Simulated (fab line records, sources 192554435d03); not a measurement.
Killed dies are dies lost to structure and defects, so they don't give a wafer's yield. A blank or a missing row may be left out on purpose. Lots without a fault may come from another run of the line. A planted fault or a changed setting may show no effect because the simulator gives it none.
A struck lot beside a sound one | flow n5_finfet | 14 steps out of a route of 1938
Sound: wafers L556.1, L556.4, L556.5. Struck: wafer L567.4. (L567.1, L567.6 of the same lot were not struck and are left out.) The cause comes at the end.
At each step with rows: each side's tool, then ch and its chambers, then its first start. Under that, the readings that differ: sound wafers | struck wafers | difference of the means | sigmas: that difference in standard deviations of wafers without a fault.
alike: readings whose means differ by less than 2 such deviations, and words and numbers that are the same on both sides. not compared: withheld readings, readings that some wafer has no value for, bounds like >300 that may hide the same value, and numbers for which the record gives no deviation and whose values overlap.
The two part at a step that has a row with sigmas, a row that says differs or no value, or rows on one side only. Numbers that don't overlap but have no deviation are shown without sigmas and don't part them. A reading that every wafer of one side lacks parts them only if that side has two wafers or more.

N5_BEOL_M5_OVL_MEAS_29:
  sound on overlay-01 ch 0, day 11 05:57; struck on overlay-01 ch 0, day 14 04:17
  reading     | sound          | struck | difference | sigmas
  V4_OVL (nm) | -0.9 -0.8 -0.6 | 0.9    | +1.7       | +2
N5_BEOL_M5_INSPECT_30: inspects for defects (brightfield).
  sound on defect_inspect-02, day 11 06:01; struck on defect_inspect-01, day 14 04:21
  alike: raw_defect_count
N5_BEOL_M5_DESCUM_33: chemistry O2, time 7 s.
  sound on rie_diel-04 ch 2,3, day 11 06:02; struck on rie_diel-06 ch 0, day 14 04:56
  alike: drypump_motor_current_A, oes_product_au, rf_vpp_V, showerhead_plenum_p_Torr, throttle_valve_pct
  not compared: rf_hours_counter_h
N5_BEOL_M5_ETCH_75: etches underlayer in N2/H2, target depth 6.5 nm, time 5.2 s.
  sound on rie_diel-04 ch 2,3, day 11 06:05; struck on rie_diel-06 ch 0, day 14 04:58
  alike: drypump_motor_current_A, etch_rf_on_time_s, oes_product_au, rf_fwd_power_W, rf_vpp_V, showerhead_plenum_p_Torr, throttle_valve_pct
  not compared: rf_hours_counter_h
then, 1 step without rows for these wafers: N5_BEOL_M5_ETCH_67 (etches SiARC in CF4, target depth 15.6 nm, time 26 s).
N5_BEOL_M5_ETCH_68: etches SOC in N2/H2, target depth 80 nm, overetch 16 nm, time 120 s.
  sound on rie_diel-04 ch 2,3, day 11 06:07; struck on rie_diel-06 ch 0, day 14 05:01
  reading                | sound             | struck | difference | sigmas
  throttle_valve_pct (%) | 18.09 18.09 18.09 | 17.61  | -0.48      | -2
  alike: drypump_motor_current_A, oes_product_au, rf_fwd_power_W, rf_vpp_V, showerhead_plenum_p_Torr
  not compared: rf_hours_counter_h
then, 2 steps without rows for these wafers: N5_BEOL_M5_STRIP_69 (strips in N2/H2); N5_BEOL_M5_STRIP_76 (strips in N2/H2).
N5_BEOL_M5_VIA_ETCH_34: etches SiCOH lowk in C4F6/O2, target depth 88.3 nm, time 39.2 s.
  sound on rie_diel-04 ch 2,3, day 11 06:13; struck on rie_diel-06 ch 0, day 14 05:07
  alike: drypump_motor_current_A, mfc_ar_sccm, oes_product_au, rf_fwd_power_W, rf_vpp_V, showerhead_plenum_p_Torr, throttle_valve_pct
  not compared: rf_hours_counter_h
then, 1 step without rows for these wafers: N5_BEOL_M5_STRIP_85 (strips in C4F6/O2).
N5_BEOL_M5_STRIP_36: strips in N2/H2.
  sound on rie_diel-04 ch 2,3, day 11 06:16; struck on rie_diel-06 ch 0, day 14 05:10
  alike: drypump_motor_current_A, oes_product_au, rf_vpp_V, showerhead_plenum_p_Torr, throttle_valve_pct
  not compared: rf_hours_counter_h
then, 1 step without rows for these wafers: N5_BEOL_M5_TRENCH_ETCH_37 (etches SiCOH lowk in C4F6/O2, target depth 71.652 nm, time 24.7 s).
N5_BEOL_M5_ETCH_41: etches SiCN in CH3F/O2, target depth 31.5 nm, time 56.7 s.
  sound on rie_diel-04 ch 2,3, day 11 06:20; struck on rie_diel-06 ch 0, day 14 05:14
  reading                  | sound             | struck | difference | sigmas
  rf_fwd_power_W (W)       | 391.5 389.3 391.6 | 297.3  | -93.5      | -72
  rf_vpp_V (V)             | 299.6 297.1 299.3 | 324.1  | +25.4      | +14
  model.etch.depth_nm (nm) | 20.77 21.64 20.82 | 18.86  | -2.22      |
  alike: drypump_motor_current_A, mfc_ar_sccm, oes_product_au, showerhead_plenum_p_Torr, throttle_valve_pct
  not compared: rf_hours_counter_h
then, 1 step without rows for these wafers: N5_BEOL_M5_STRIP_91 (strips in N2/H2, time 10 s).

WHERE THEY PART
First at N5_BEOL_M5_OVL_MEAS_29; last, within this record, at N5_BEOL_M5_ETCH_41.

WHY: what the simulator had put in
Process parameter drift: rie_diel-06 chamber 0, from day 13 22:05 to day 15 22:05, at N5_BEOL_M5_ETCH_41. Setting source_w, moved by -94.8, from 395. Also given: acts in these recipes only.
